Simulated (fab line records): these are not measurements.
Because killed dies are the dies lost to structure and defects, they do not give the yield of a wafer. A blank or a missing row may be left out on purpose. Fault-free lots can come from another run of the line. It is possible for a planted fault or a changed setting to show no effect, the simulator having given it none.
A struck lot beside a sound one :: flow n5-finfet :: 37 steps out of a route of 1938
Sound: the wafers L999.4, L999.5, L999.6. Struck: wafers L987.2, L987.3, L987.4. The cause comes at the end.
At each step with rows: each side's tool, then ch and its chambers, then its first start. Under that, the readings that differ: sound wafers :: struck wafers :: difference of the means :: sigmas: that difference in standard deviations of wafers without a fault.
alike: words and numbers the same on both sides, and readings whose means are apart by under 2 such deviations; not compared: readings that were withheld, readings missing a value for some wafer, numbers with overlapping values and no deviation given by the record, and bounds like >300 which may hide the same value.
A row with sigmas, a row that says differs or no value, or rows on one side alone: a step with any of these is where the two part. Non-overlapping numbers with no deviation appear without sigmas and do not part them. A reading that every wafer of one side lacks parts them only if that side has two wafers or more.

first, 12 steps without rows for these wafers: N5_BEOL_M2_SPUTTER_86 (material Cu, target thk 4.5 nm, time 8.29 s); N5_BEOL_M2_ANNEAL_87 (time 240 s); N5_BEOL_M2_SPUTTER_88 (material Cu, target thk 4.5 nm, time 8.29 s); N5_BEOL_M2_ANNEAL_89 (time 240 s); N5_BEOL_M2_SPUTTER_90 (material Cu, target thk 4.5 nm, time 8.29 s); N5_BEOL_M2_ANNEAL_91 (time 240 s); N5_BEOL_M2_SPUTTER_92 (material Cu, target thk 4.5 nm, time 8.29 s); N5_BEOL_M2_ANNEAL_93 (time 240 s); N5_BEOL_M2_SPUTTER_94 (material Cu, target thk 4.5 nm, time 8.29 s); N5_BEOL_M2_ANNEAL_95 (time 240 s); N5_BEOL_M2_SPUTTER_96 (material Cu, target thk 4.5 nm, time 8.29 s); N5_BEOL_M2_ECD_50 (material Cu, target thk 300 nm).
N5_BEOL_M2_ANNEAL_51: time 90 s.
  sound on rtp-anneal-01 ch 0, day 12 20:41; struck on rtp-anneal-01, day 9 10:43
  no value came back on the struck wafers for anneal-temp-c (C), anneal-temp-c-max, wafer_temp_C_max; on the sound wafers anneal-temp-c (C) reads 225.15 224.89 225.01
N5_BEOL_M2_CMP_52: polishes, stops on SiOC, t overpolish 6.8 s, target thk 40 nm.
  sound on cmp-04 ch 0,1,2, day 12 20:56; struck on cmp-02 ch 0,1,2, day 9 11:00
reading: barrier-field-endpoint-s (s)
sound: 24.1 25.0 24.3
struck: 28.9 29.1 29.6
difference: +4.7
sigmas: +9

reading: time-to-endpoint-s (s)
sound: 59.1 60.4 62.3
struck: 81.1 81.1 79.7
difference: +20.0
sigmas: +8
  alike: motor-current-A, overpolish-run-s
then, 21 steps without rows for these wafers: N5_BEOL_M2_PRE_CLEAN_60 (time 15 s); N5_BEOL_M2_CO_CAP_55 (material Co, precursor CCTBA/H2, target thk 2 nm, time 102.1 s); N5_BEOL_M2_PRE_CLEAN_56 (time 15 s); N5_BEOL_M2_DEP_57 (deposits SiCN from 3MS/NH3, target thk 8 nm, time 14 s); N5_BEOL_M3_ILD_DEP_00 (deposits SiOC from DEMS/O2, target thk 79 nm, time 15.3 s); N5_BEOL_M3_PECVD_72 (deposits SiO2 from TEOS/O2, target thk 16 nm, time 18 s); N5_BEOL_M3_HM_DEP_02 (deposits TiN, target thk 20 nm); N5_BEOL_M3_COAT_61 (time 60 s, resist thk 60 nm); N5_BEOL_M3_COAT_62 (time 60 s, resist thk 12 nm); N5_BEOL_M3_COAT_73 (time 60 s, resist thk 5 nm); N5_BEOL_M3_COAT_05 (resist thk 30 nm); N5_BEOL_M3_EBR_07; N5_BEOL_M3_SOFTBAKE_06 (time 60 s); N5_BEOL_M3_EXPOSE_08 (exposes mask M3); N5_BEOL_M3_PEB_09 (peb time 60 s); N5_BEOL_M3_DEVELOP_10 (develop time 30 s); N5_BEOL_M3_DESCUM_16 (chemistry O2, time 7 s); N5_BEOL_M3_ETCH_74 (etches underlayer in N2/H2, target depth 6.5 nm, time 5.2 s); N5_BEOL_M3_ETCH_63 (etches SiARC in CF4, target depth 15.6 nm, time 26 s); N5_BEOL_M3_ETCH_64 (etches SOC in N2/H2, target depth 75 nm, overetch 15 nm, time 112.5 s); N5_BEOL_M3_STRIP_65 (strips in N2/H2).
N5_BEOL_M4_RC_MEAS_101:
  sound on prober-01 ch 0, day 13 18:04; struck on prober-02 ch 0, day 10 12:28
  alike: DIBL_N, DIBL_P, IOFF_N, IOFF_P, ION_N, ION_P, SS_N, SS_P, VT_N, VT_P
  not compared: COMB_M2, COMB_M2_max_site
-- record jumps: 5 days separate the struck wafers' starts on either side; left off in module BEOL_M4, taken up again in module PASSIVATION, whose first shown step is the route's number 1936 --
N5_PASSIVATION_PROBE_49:
  sound on prober-01 at day 17 19:33; struck on prober-02 at day 15 00:49
reading: defect-limited-yield (%)
sound: 91.4 91.5 89.0
struck: 56.1 63.6 61.9
difference: -30.1
sigmas: -23

reading: killed_at_M0_to_M3
sound: 44 35 44
struck: 460 383 382
difference: +367
sigmas: +37

reading: killed-dies
sound: 101 100 130
struck: 518 429 450
difference: +355
sigmas: +24

reading: killed-on-rim
sound: 12 23 24
struck: 152 15 8
difference: +39
sigmas: +9

reading: sort-n-pass
sound: 1079 1080 1050
struck: 662 751 730
difference: -355
sigmas: -24

reading: sort-yield-pct (%)
sound: 91.4 91.5 89.0
struck: 56.1 63.6 61.9
difference: -30.1
sigmas: -23
  alike: killed_at_M4_up, killed-at-contacts, killed-at-front-end, killed-at-other, killed-open, killed-short, sort_bin_5_function, sort_bin_6_memory

WHERE THEY PART
At N5_BEOL_M2_ANNEAL_51 first; at N5_PASSIVATION_PROBE_49 last (within this record only).

WHY: whatever the simulator had introduced
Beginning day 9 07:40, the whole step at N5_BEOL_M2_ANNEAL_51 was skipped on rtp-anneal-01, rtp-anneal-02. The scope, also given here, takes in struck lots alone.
